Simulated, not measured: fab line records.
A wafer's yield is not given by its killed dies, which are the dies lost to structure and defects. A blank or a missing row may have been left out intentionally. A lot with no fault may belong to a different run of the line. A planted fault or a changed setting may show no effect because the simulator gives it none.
Chamber matching :: flow n5Finfet :: cmp-02 running N5_BEOL_M10_CMP_52: 4 sister chambers
The step polishes, stops on SiCOH lowk, t overpolish 7 s, target thk 140 nm. 4 wafers are shown with their chamber, then 10 later ones without.

EACH WAFER AND ITS CHAMBER
wafer: L079.1
chamber: 3
motorCurrentA (A): 5.8

wafer: L079.4
chamber: 2
motorCurrentA (A): 7.6

wafer: L090.2
chamber: 1
motorCurrentA (A): 7.0

wafer: L090.5
chamber: 0
motorCurrentA (A): 6.6

WAFERS WITH NO CHAMBER GIVEN
wafer: L090.6
motorCurrentA (A): 5.4

wafer: L093.1
motorCurrentA (A): 6.6

wafer: L093.3
motorCurrentA (A): 6.5

wafer: L093.4
motorCurrentA (A): 7.6

wafer: L092.1
motorCurrentA (A): 6.7

wafer: L092.2
motorCurrentA (A): 6.7

wafer: L092.5
motorCurrentA (A): 6.8

wafer: L095.1
motorCurrentA (A): 6.2

wafer: L095.2
motorCurrentA (A): 6.3

wafer: L095.3
motorCurrentA (A): 5.6

EACH ONE'S CHAMBER
wafer: L090.6
from the rows above: 3
in truth: 3

wafer: L093.1
from the rows above: can't be placed: 0 or 1
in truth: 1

wafer: L093.3
from the rows above: can't be placed: 0 or 1
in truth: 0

wafer: L093.4
from the rows above: 2
in truth: 2

wafer: L092.1
from the rows above: can't be placed: 0 or 1
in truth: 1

wafer: L092.2
from the rows above: can't be placed: 0 or 1
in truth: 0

wafer: L092.5
from the rows above: can't be placed: 0 or 1
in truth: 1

wafer: L095.1
from the rows above: can't be placed: 0 or 3 or 1
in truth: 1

wafer: L095.2
from the rows above: can't be placed: 0 or 3 or 1
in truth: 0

wafer: L095.3
from the rows above: 3
in truth: 3
Correct placement for 3 of the 10. Not placeable from these rows: 7 (in 7, the candidates include the true chamber). 0 placed wrongly.
How it was worked out, from the rows above alone: a wafer's distance from a chamber is the root of the sum, over the readings, of the square of ((its reading less the chamber's mean) divided by the reading's scatter). If the next closest chamber is less than 2 further off than the closest, the wafer can't be placed; otherwise it belongs to the closest. A chamber's mean is the mean of its shown wafers. The scatter (one wafer shown for each chamber): square how far every hidden wafer sits from the nearest shown wafer, average those squares and take the square root.
